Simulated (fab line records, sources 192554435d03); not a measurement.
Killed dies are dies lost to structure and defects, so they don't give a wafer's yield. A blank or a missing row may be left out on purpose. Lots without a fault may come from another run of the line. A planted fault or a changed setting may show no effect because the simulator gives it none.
Chamber matching | flow n5_finfet | N5_BEOL_M0_SAQP_ETCH_83 on rie_diel-01: 4 sister chambers
The step etches SiARC in CF4, target depth 39 nm, time 65 s. 4 wafers are shown with their chamber, then 9 later ones without.

WAFERS WITH THEIR CHAMBER
wafer  | chamber | drypump_motor_current_A (A)
L085.2 | 1       | 5.8
L085.5 | 2       | 5.1
L087.1 | 0       | 6.4
L087.5 | 3       | 5.3

WAFERS WITHOUT THEIR CHAMBER
wafer  | drypump_motor_current_A (A)
L090.2 | 6.3
L090.3 | 5.1
L090.6 | 5.1
L093.2 | 5.1
L093.4 | 5.2
L093.6 | 5.2
L096.2 | 5.8
L096.5 | 5.1
L096.6 | 5.8

WHICH CHAMBER EACH WENT THROUGH
wafer  | from the rows above     | in truth
L090.2 | 0                       | 0
L090.3 | 2                       | 2
L090.6 | 2                       | 2
L093.2 | 2                       | 2
L093.4 | can't be placed: 3 or 2 | 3
L093.6 | can't be placed: 3 or 2 | 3
L096.2 | 1                       | 1
L096.5 | 2                       | 2
L096.6 | 1                       | 1
Placed correctly: 7 of 9. Can't be placed from these rows: 2 (the true chamber is among the candidates in 2). Placed wrongly: 0.
How it was worked out, from the rows above alone: a wafer's distance from a chamber is the root of the sum, over the readings, of the square of ((its reading less the chamber's mean) divided by the reading's scatter). The wafer belongs to the nearest chamber; if the next one is less than 2 further off, it can't be placed. A chamber's mean is the mean of its shown wafers. The scatter: with one shown wafer a chamber, the root of the mean of the squares of how far each hidden wafer lies from its nearest shown one.
